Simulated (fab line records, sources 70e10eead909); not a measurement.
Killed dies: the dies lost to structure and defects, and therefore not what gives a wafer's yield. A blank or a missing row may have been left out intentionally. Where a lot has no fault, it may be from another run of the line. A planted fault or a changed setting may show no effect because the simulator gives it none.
Matching of chambers + flow nand harc + pecvd-04 running NHARC_P_CONTACT_DEP_30: 3 sister chambers
The step deposits SiNx, target thk 30 nm. 3 wafers are shown with their chamber, then 11 later ones without.

## WAFERS PAIRED WITH THEIR CHAMBERS
| wafer  | chamber | heater power w (W) |
|--------|---------|--------------------|
| L083.2 | 2       | 795                |
| L084.5 | 1       | 730                |
| L085.1 | 0       | 550                |

## WAFERS WHOSE CHAMBER IS MISSING
| wafer  | heater power w (W) |
|--------|--------------------|
| L085.3 | 736                |
| L085.6 | 778                |
| L085.2 | 788                |
| L085.4 | 576                |
| L085.5 | 755                |
| L087.2 | 690                |
| L087.3 | 721                |
| L087.4 | 597                |
| L087.1 | 594                |
| L087.5 | 717                |
| L087.6 | 683                |

## CHAMBER TAKEN BY EACH
| wafer  | from the rows above     | in truth                   |
|--------|-------------------------|----------------------------|
| L085.3 | can't be placed: 1 or 2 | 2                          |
| L085.6 | can't be placed: 2 or 1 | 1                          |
| L085.2 | can't be placed: 2 or 1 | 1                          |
| L085.4 | 0                       | 0                          |
| L085.5 | can't be placed: 1 or 2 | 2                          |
| L087.2 | 1                       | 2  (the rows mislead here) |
| L087.3 | 1                       | 1                          |
| L087.4 | 0                       | 0                          |
| L087.1 | 0                       | 0                          |
| L087.5 | 1                       | 1                          |
| L087.6 | 1                       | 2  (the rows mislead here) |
Placed correctly: 5 of 11. Can't be placed from these rows: 4 (the true chamber is among the candidates in 4). Wrongly placed: 2.
How it was worked out, from the rows above alone: a wafer's distance from a chamber is the root of the sum, over the readings, of the square of ((its reading less the chamber's mean) divided by the reading's scatter). If the next closest chamber is less than 2 further off than the closest, the wafer can't be placed; otherwise it belongs to the closest. The mean given for a chamber averages the wafers shown for that chamber. The scatter: with one shown wafer a chamber, the root of the mean of the squares of how far each hidden wafer lies from its nearest shown one.
